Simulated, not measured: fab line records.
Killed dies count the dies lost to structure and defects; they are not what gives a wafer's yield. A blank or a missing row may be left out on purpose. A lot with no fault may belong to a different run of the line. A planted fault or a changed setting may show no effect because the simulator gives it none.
What tool caused it?	flow n5-finfet	9 lots, 27 wafers sampled, at 6 steps of a route of 1938

== WHAT THE GAUGES READ, wafer by wafer ==
N5_DUMMY_GATE_INSPECT_27: inspects for defects (brightfield).
lot	measured	on	raw-defect-count
L806	day 4 16:20	defect-inspect-02	442 317 295
L807	day 4 22:49	defect-inspect-01	277 267 274
L808	day 5 00:12	defect-inspect-01	247 316 332
L809	day 5 06:52	defect-inspect-01	243 188 157
L810	day 5 15:23	defect-inspect-02	272 256 289
L811	day 5 19:49	defect-inspect-01	340 382 466
L813	day 6 11:29	defect-inspect-01	333 276 278
L815	day 6 21:13	defect-inspect-02	285 255 219
L818	day 7 12:13	defect-inspect-01	245 317 218

N5_SD_EPI_N_CD_MEAS_09 targets a cd of 120 nm.
lot	measured	on	cd-nm (nm)
L806	day 4 17:20	cd-sem-02	117.5 118.6 119.1
L807	day 5 01:05	cd-sem-01	119.4 118.3 118.9
L808	day 5 01:08	cd-sem-03	120.8 121.2 119.6
L809	day 5 07:52	cd-sem-02	119.9 119.4 121.3
L810	day 5 16:16	cd-sem-01	120.9 122.0 122.3
L811	day 5 21:01	cd-sem-02	119.7 121.6 121.4
L813	day 6 12:22	cd-sem-01	120.4 120.6 120.6
L815	day 6 22:13	cd-sem-03	109.8 110.2 108.5
L818	day 7 13:14	cd-sem-02	110.1 110.0 109.3

N5_BEOL_M4_RC_MEAS_101.
lot	measured	on	DIBL_N (mV/V)	DIBL_P (mV/V)	IOFF_N (nA/um)	IOFF_P (nA/um)	ION_N (uA/um)	ION_P (uA/um)	SS_N (mV/dec)	SS_P (mV/dec)	VT_N (mV)	VT_P (mV)
L806	day 10 10:13	prober-02	31.4 31.9 34.2	30 31 34	0.10 0.11 0.12	0.14 0.14 0.17	677 659 652	464 458 451	70.5 70.4 71.1	72.7 72.8 73.1	257 256 257	-254 -254 -257
L807	day 10 16:34	prober-01	32.3 36.5 33.2	32 38 33	0.10 0.17 0.11	0.15 0.23 0.16	669 687 665	465 472 458	70.9 71.7 70.6	71.4 72.6 71.4	255 248 251	-253 -250 -252
L808	day 10 14:48	prober-02	38.0 36.2 37.5	36 36 36	0.17 0.13 0.17	0.23 0.22 0.21	672 671 683	461 461 460	72.2 71.8 72.0	73.8 72.7 73.7	249 255 249	-250 -250 -252
L809	day 10 19:54	prober-01	37.4 38.3 39.2	37 37 40	0.14 0.16 0.18	0.21 0.23 0.28	667 686 690	468 472 473	71.6 71.9 71.7	73.1 73.2 74.1	254 251 247	-250 -249 -247
L810	day 10 22:13	prober-02	36.4 37.7 36.7	37 38 36	0.16 0.19 0.15	0.22 0.23 0.19	677 709 672	468 480 457	71.0 71.3 71.5	74.2 73.8 73.1	247 243 251	-248 -249 -252
L811	day 11 11:20	prober-01	36.4 35.7 35.9	37 35 37	0.17 0.15 0.18	0.26 0.22 0.26	683 678 695	470 470 484	71.5 71.1 71.2	73.6 72.9 72.8	248 249 246	-245 -248 -249
L813	day 11 23:30	prober-01	34.6 39.2 42.8	35 41 45	0.13 0.20 0.29	0.16 0.24 0.35	667 671 698	461 459 474	71.4 72.4 73.4	72.8 74.0 75.4	254 251 245	-254 -249 -246
L815	day 12 11:10	prober-01	34.2 35.1 39.3	34 34 39	0.13 0.13 0.24	0.17 0.17 0.25	651 663 680	447 452 458	71.6 70.4 72.6	73.1 72.6 73.8	251 252 247	-252 -252 -247
L818	day 12 22:44	prober-02	34.7 37.8 34.3	35 41 36	0.13 0.18 0.12	0.14 0.22 0.16	667 671 658	445 450 445	71.0 72.3 71.2	72.4 73.9 72.7	255 251 254	-255 -253 -258

== TOOL THAT RAN EACH LOT (tool first, then ch and the chambers of the sampled wafers, then the start) ==
lot	N5_DUMMY_GATE_STRIP_40	N5_DUMMY_GATE_ETCH_31	N5_SD_EPI_N_PEB_07
L806	rie-diel-03 ch 0,1,3, day 4 15:17	rie-diel-02 ch 0,2,3, day 4 15:23	litho-track-01 ch 0, day 4 17:16
L807	rie-diel-03 ch 1,2, day 4 22:00	rie-diel-02 ch 1,2,3, day 4 22:06	litho-track-01 ch 0, day 5 01:01
L808	rie-diel-02 ch 0,2,3, day 4 23:22	rie-diel-02 ch 0,1,2, day 4 23:28	litho-track-04 ch 0, day 5 01:04
L809	rie-diel-03 ch 2,3, day 5 05:54	rie-diel-05 ch 0,1,2, day 5 06:02	litho-track-04 ch 0, day 5 07:48
L810	rie-diel-03 ch 1,2,3, day 5 14:21	rie-diel-05 ch 0,1,2, day 5 14:26	litho-track-04 ch 0, day 5 16:11
L811	rie-diel-02 ch 2,3, day 5 18:59	rie-diel-05 ch 0,2,3, day 5 19:05	litho-track-04 ch 0, day 5 20:57
L813	rie-diel-05 ch 2, day 6 10:37	rie-diel-02 ch 0,2,3, day 6 10:46	litho-track-03 ch 0, day 6 12:18
L815	rie-diel-03 ch 1,2,3, day 6 20:23	rie-diel-03 ch 1,2,3, day 6 20:29	litho-track-04 ch 0, day 6 22:09
L818	rie-diel-02 ch 0,2,3, day 7 11:24	rie-diel-03 ch 0,1,3, day 7 11:29	litho-track-04 ch 0, day 7 13:10
- N5_DUMMY_GATE_STRIP_40: strips in CF4.
- N5_DUMMY_GATE_ETCH_31: etches SiO2 in C4F6/O2, target depth 82.5 nm, time 27.5 s.
- N5_SD_EPI_N_PEB_07: peb time 60 s.

== AS READ BY THE TOOLS THEMSELVES (means over the sampled wafers that have a number; for cases with no such wafer, the mark the record gives instead) ==
N5_DUMMY_GATE_STRIP_40.
lot	tool	drypump-motor-current-A (A)	oes-product-au (a.u.)	rf-vpp-V (V)	showerhead-plenum-p-Torr (Torr)	throttle-valve-pct (%)
L806	rie-diel-03	5.4	0.73	271.4	1.81	13.80
L807	rie-diel-03	5.5	0.72	271.5	1.82	13.90
L808	rie-diel-02	5.8	0.71	271.1	1.80	13.60
L809	rie-diel-03	5.6	0.71	272.1	1.83	13.79
L810	rie-diel-03	5.4	0.72	272.1	1.83	13.77
L811	rie-diel-02	6.0	0.70	270.0	1.75	13.56
L813	rie-diel-05	6.6	0.76	271.4	1.79	13.49
L815	rie-diel-03	5.3	0.72	272.0	1.82	13.80
L818	rie-diel-02	5.8	0.70	270.0	1.80	13.65

N5_DUMMY_GATE_ETCH_31.
lot	tool	C4F6_flow_sccm (sccm)	drypump-motor-current-A (A)	oes-product-au (a.u.)	rf-vpp-V (V)	showerhead-plenum-p-Torr (Torr)	throttle-valve-pct (%)
L806	rie-diel-02	9.990	5.8	0.71	667	2.88	21.13
L807	rie-diel-02	9.989	6.1	0.75	668	2.86	21.01
L808	rie-diel-02	10.018	5.8	0.76	668	2.86	21.02
L809	rie-diel-05	9.992	6.2	0.75	681	2.85	21.12
L810	rie-diel-05	9.999	6.2	0.75	680	2.85	21.11
L811	rie-diel-05	10.000	6.4	0.75	674	2.86	21.17
L813	rie-diel-02	9.984	5.8	0.70	666	2.87	21.16
L815	rie-diel-03	10.017	5.3	0.72	673	2.94	21.58
L818	rie-diel-03	9.984	5.3	0.84	672	2.89	21.44

N5_SD_EPI_N_PEB_07.
lot	tool	heater-power-total-W (W)	plate-temp-C (C)
L806	litho-track-01	175.6	110.05
L807	litho-track-01	175.2	109.99
L808	litho-track-04	177.2	109.93
L809	litho-track-04	175.5	110.07
L810	litho-track-04	175.9	110.03
L811	litho-track-04	173.8	110.06
L813	litho-track-03	175.7	110.05
L815	litho-track-04	167.9	106.37
L818	litho-track-04	168.2	106.39

== THE ANSWER, worked out from the rows above alone ==
Rule: the usual values come from the lots themselves. The widest of any qualifying gaps counts: lots, ordered by their means at a reading, are off when they make up no more than a third of the lots, leave a main group of 4 or more, and stand apart from it by 3 or more times the standard deviation of that group's means. A main group whose means are all the same, to the digits that the tables above print for the reading, isn't used. A lot without any number at a reading at which 4 lots or more have one is off too. All remaining lots with rows at the step are treated as sound. First the gauges in route order, then the tools' own readings, where a lot's mean is used as printed above. At the first step where some lot is off, the reading lying furthest off is the one used; lots without a number count as furthest.
Off at N5_SD_EPI_N_CD_MEAS_09 (cd-nm): L815, L818. Main group: mean 120.2 nm, sd 1.1.
If a tool, at a process step before that reading, ran all the lots that are off and no sound lot after the first of them, it fits. Not tried: the gauges at N5_SD_EPI_N_CD_MEAS_09; whatever is off there is also off at N5_DUMMY_GATE_ETCH_31, on other tools, and gauge error can't account for it. 2 tools fit, rie-diel-03 at N5_DUMMY_GATE_ETCH_31 and litho-track-04 at N5_SD_EPI_N_PEB_07, so this cannot tell which one it is.

== WHAT THE SIMULATOR HAD PUT IN ==
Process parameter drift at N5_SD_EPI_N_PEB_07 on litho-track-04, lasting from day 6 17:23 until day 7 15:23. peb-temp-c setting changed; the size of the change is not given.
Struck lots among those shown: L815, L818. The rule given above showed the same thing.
